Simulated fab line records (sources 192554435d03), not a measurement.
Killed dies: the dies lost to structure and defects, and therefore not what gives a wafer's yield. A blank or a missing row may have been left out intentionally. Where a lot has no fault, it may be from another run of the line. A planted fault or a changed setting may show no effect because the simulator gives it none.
Split-lot experiment :: flow n5 finfet :: route with 1938 steps; 7 lots, 21 wafers read

ON THE SPLIT
At N5_BEOL_M11_PECVD_70 (deposits SiO2 from TEOS/O2, target thk 20 nm, time 22.7 s), the setting time s was moved away from the recipe's 22.7 s on 7 of the 21 wafers read, by -12.1% to +12.4%. For the rest of the wafers, this setting stayed at what the recipe calls for.

FROM THE SPLIT TO THE READING: what the file shows between them, 9 steps
- N5_BEOL_M11_COAT_59: time 60 s, resist thk 100 nm (also split here: spin rpm)
- N5_BEOL_M11_COAT_60: time 60 s, resist thk 30 nm
- N5_BEOL_M11_COAT_05: resist thk 90 nm
- N5_BEOL_M11_DESCUM_16: chemistry O2, time 7.9 s
- N5_BEOL_M11_ETCH_61: etches SiARC in CF4, target depth 39 nm, time 65 s
- N5_BEOL_M11_ETCH_62: etches SOC in N2/H2, target depth 110 nm, overetch 22 nm, time 165 s
- N5_BEOL_M11_STRIP_68: strips in N2/H2
- N5_BEOL_M11_STRIP_67: strips in CF4
- N5_BEOL_M11_STRIP_77: strips in N2/H2, time 10 s

THE READING
SiO2_of_BEOL_M11_PECVD_70.thk nm (the simulator's own value, which no gauge read), in nm, at N5_BEOL_M11_HM_STRIP_39 (strips TiN in peroxide tin strip, target depth 25 nm, time 158 s). The file does not state a usual value for it. The 14 wafers here that ran the recipe average 19.9 nm, standard deviation 0.26 nm.

wafer: L074.2
tool, chamber at the split: pecvd-01, 1
time s as run, s: 20.61
against the recipe: -9.2%
SiO2_of_BEOL_M11_PECVD_70.thk nm, nm: 17.6
against lot-mates on the recipe: -2.0

wafer: L074.3
tool, chamber at the split: pecvd-01, 0,1
time s as run, s: 22.7
against the recipe: recipe
SiO2_of_BEOL_M11_PECVD_70.thk nm, nm: 19.6
against lot-mates on the recipe: -

wafer: L074.6
tool, chamber at the split: pecvd-01, 0,1
time s as run, s: 22.7
against the recipe: recipe
SiO2_of_BEOL_M11_PECVD_70.thk nm, nm: 19.6
against lot-mates on the recipe: -

wafer: L076.1
tool, chamber at the split: pecvd-04, 1
time s as run, s: 22.7
against the recipe: recipe
SiO2_of_BEOL_M11_PECVD_70.thk nm, nm: 19.8
against lot-mates on the recipe: -

wafer: L076.4
tool, chamber at the split: pecvd-04, 2
time s as run, s: 24.52
against the recipe: +8.0%
SiO2_of_BEOL_M11_PECVD_70.thk nm, nm: 21.6
against lot-mates on the recipe: +1.6

wafer: L076.5
tool, chamber at the split: pecvd-04, 0
time s as run, s: 22.7
against the recipe: recipe
SiO2_of_BEOL_M11_PECVD_70.thk nm, nm: 20.2
against lot-mates on the recipe: -

wafer: L079.3
tool, chamber at the split: pecvd-04, 1
time s as run, s: 22.7
against the recipe: recipe
SiO2_of_BEOL_M11_PECVD_70.thk nm, nm: 19.8
against lot-mates on the recipe: -

wafer: L079.4
tool, chamber at the split: pecvd-04, 2
time s as run, s: 25.51
against the recipe: +12.4%
SiO2_of_BEOL_M11_PECVD_70.thk nm, nm: 22.4
against lot-mates on the recipe: +2.5

wafer: L079.5
tool, chamber at the split: pecvd-04, 2
time s as run, s: 22.7
against the recipe: recipe
SiO2_of_BEOL_M11_PECVD_70.thk nm, nm: 20
against lot-mates on the recipe: -

wafer: L087.3
tool, chamber at the split: pecvd-01, 2
time s as run, s: 24.54
against the recipe: +8.1%
SiO2_of_BEOL_M11_PECVD_70.thk nm, nm: 21.4
against lot-mates on the recipe: +1.5

wafer: L087.4
tool, chamber at the split: pecvd-01, 2
time s as run, s: 22.7
against the recipe: recipe
SiO2_of_BEOL_M11_PECVD_70.thk nm, nm: 20.2
against lot-mates on the recipe: -

wafer: L087.6
tool, chamber at the split: pecvd-01, 1
time s as run, s: 22.7
against the recipe: recipe
SiO2_of_BEOL_M11_PECVD_70.thk nm, nm: 19.6
against lot-mates on the recipe: -

wafer: L094.4
tool, chamber at the split: pecvd-03, 0
time s as run, s: 20.96
against the recipe: -7.7%
SiO2_of_BEOL_M11_PECVD_70.thk nm, nm: 18.4
against lot-mates on the recipe: -1.8

wafer: L094.5
tool, chamber at the split: pecvd-03, 0
time s as run, s: 20.96
against the recipe: -7.7%
SiO2_of_BEOL_M11_PECVD_70.thk nm, nm: 18.4
against lot-mates on the recipe: -1.8

wafer: L094.6
tool, chamber at the split: pecvd-03, 2
time s as run, s: 22.7
against the recipe: recipe
SiO2_of_BEOL_M11_PECVD_70.thk nm, nm: 20.2
against lot-mates on the recipe: -

wafer: L092.4
tool, chamber at the split: pecvd-04, 2,1
time s as run, s: 22.7
against the recipe: recipe
SiO2_of_BEOL_M11_PECVD_70.thk nm, nm: 19.8
against lot-mates on the recipe: -

wafer: L092.5
tool, chamber at the split: pecvd-04, 2,1
time s as run, s: 22.7
against the recipe: recipe
SiO2_of_BEOL_M11_PECVD_70.thk nm, nm: 19.8
against lot-mates on the recipe: -

wafer: L092.6
tool, chamber at the split: pecvd-04, 0
time s as run, s: 22.7
against the recipe: recipe
SiO2_of_BEOL_M11_PECVD_70.thk nm, nm: 20.2
against lot-mates on the recipe: -

wafer: L097.3
tool, chamber at the split: pecvd-03, 2
time s as run, s: 22.7
against the recipe: recipe
SiO2_of_BEOL_M11_PECVD_70.thk nm, nm: 19.8
against lot-mates on the recipe: -

wafer: L097.5
tool, chamber at the split: pecvd-03, 2
time s as run, s: 19.95
against the recipe: -12.1%
SiO2_of_BEOL_M11_PECVD_70.thk nm, nm: 17.6
against lot-mates on the recipe: -2.5

wafer: L097.6
tool, chamber at the split: pecvd-03, 0
time s as run, s: 22.7
against the recipe: recipe
SiO2_of_BEOL_M11_PECVD_70.thk nm, nm: 20.4
against lot-mates on the recipe: -
Rows listing several chambers each stand for several wafers; the file does not say which wafer went through which chamber.

FIT RESULTS
A straight line over all 21 wafers: SiO2_of_BEOL_M11_PECVD_70.thk nm changes by +0.204 nm for each +1% of time s; r = +0.98; the points scatter about the line by 0.25 nm.
The same after taking each lot's own level away (the mean of its wafers on the recipe; 21 wafers): +0.209 nm for each +1%; r = +0.99; scatter 0.19 nm.
On that fit, the largest move of time s shifts the reading by 2.6 nm.
The span of the lots' own levels, 19.60 to 20.20 nm, comes to 2.3 times the standard deviation stated above.
The two slopes agree, so the slope changes little with the lot-to-lot level.
Check: with one of the wafers moved furthest among these (+12.4%) left out of the fit, the line predicts +2.56 nm for it against its lot-mates. It came out at +2.5 nm against them.

OTHER SPLITS APPLIED TO THESE WAFERS
Note: prior to the reading, these wafers also went through further splits. Each is held against what the fit with the lots' levels taken away leaves over:
other split on the same wafers: N5_BEOL_M7_EXPOSE_25 dose mj
wafers away from the commonest value: 9
r with SiO2_of_BEOL_M11_PECVD_70.thk nm (lot level and that fit taken away): +0.06

other split on the same wafers: N5_BEOL_M8_ETCH_62 source w
wafers away from the commonest value: 9
r with SiO2_of_BEOL_M11_PECVD_70.thk nm (lot level and that fit taken away): +0.05

other split on the same wafers: N5_BEOL_M8_DEP_56 time s
wafers away from the commonest value: 5
r with SiO2_of_BEOL_M11_PECVD_70.thk nm (lot level and that fit taken away): -0.29

other split on the same wafers: N5_BEOL_M11_COAT_59 spin rpm
wafers away from the commonest value: 5
r with SiO2_of_BEOL_M11_PECVD_70.thk nm (lot level and that fit taken away): -0.04

THE WHOLE CHAIN: every reading that the file lists as answering this split, in the file's order
step: N5_BEOL_M11_PECVD_70
what it does: deposits SiO2 from TEOS/O2, target thk 20 nm, time 22.7 s
reading: SiO2_of_BEOL_M11_PECVD_70.thk nm (the simulator's own value, which no gauge read)
change (the file's fit): +0.202 nm for each +1% of the setting
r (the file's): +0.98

step: N5_BEOL_M11_HM_STRIP_39
what it does: strips TiN in peroxide tin strip, target depth 25 nm, time 158 s
reading: SiO2_of_BEOL_M11_PECVD_70.thk nm (the simulator's own value, which no gauge read)
change (the file's fit): +0.207 nm for each +1% of the setting
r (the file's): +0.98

FILE'S OWN FIT
SiO2_of_BEOL_M11_PECVD_70.thk nm changes by +0.207 nm for each +1% of time s, r = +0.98.
